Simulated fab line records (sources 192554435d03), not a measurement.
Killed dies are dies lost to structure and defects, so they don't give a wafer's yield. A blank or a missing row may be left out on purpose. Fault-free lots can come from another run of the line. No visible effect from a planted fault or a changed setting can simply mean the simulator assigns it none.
Chamber matching / flow n5 finfet / rie diel-04 running N5_BEOL_M7_DESCUM_16: 4 sister chambers
The step chemistry O2, time 7.9 s. 4 wafers are shown with their chamber, then 7 later ones without.

## WAFERS PAIRED WITH THEIR CHAMBERS
wafer=L076.2; chamber=0; drypump motor current A (A)=6.3
wafer=L078.1; chamber=3; drypump motor current A (A)=6.0
wafer=L087.1; chamber=2; drypump motor current A (A)=4.8
wafer=L087.4; chamber=1; drypump motor current A (A)=5.4

## WAFERS WHOSE CHAMBER IS MISSING
wafer=L087.5; drypump motor current A (A)=6.1
wafer=L090.1; drypump motor current A (A)=5.3
wafer=L090.2; drypump motor current A (A)=6.0
wafer=L090.3; drypump motor current A (A)=6.3
wafer=L091.3; drypump motor current A (A)=6.0
wafer=L091.4; drypump motor current A (A)=6.0
wafer=L091.6; drypump motor current A (A)=5.3

## THE CHAMBER EACH PASSED THROUGH
wafer=L087.5; from the rows above=can't be placed: 3 or 0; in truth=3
wafer=L090.1; from the rows above=1; in truth=1
wafer=L090.2; from the rows above=3; in truth=3
wafer=L090.3; from the rows above=0; in truth=0
wafer=L091.3; from the rows above=3; in truth=3
wafer=L091.4; from the rows above=3; in truth=3
wafer=L091.6; from the rows above=1; in truth=1
Correct placement for 6 of the 7. From these rows, 1 cannot be placed; in 1 the true chamber is one of the candidates. 0 placed wrongly.
How it was worked out, from the rows above alone: a wafer's distance from a chamber is the root of the sum, over the readings, of the square of ((its reading less the chamber's mean) divided by the reading's scatter). If the next closest chamber is less than 2 further off than the closest, the wafer can't be placed; otherwise it belongs to the closest. The mean given for a chamber averages the wafers shown for that chamber. The scatter (one wafer shown for each chamber): square how far every hidden wafer sits from the nearest shown wafer, average those squares and take the square root.
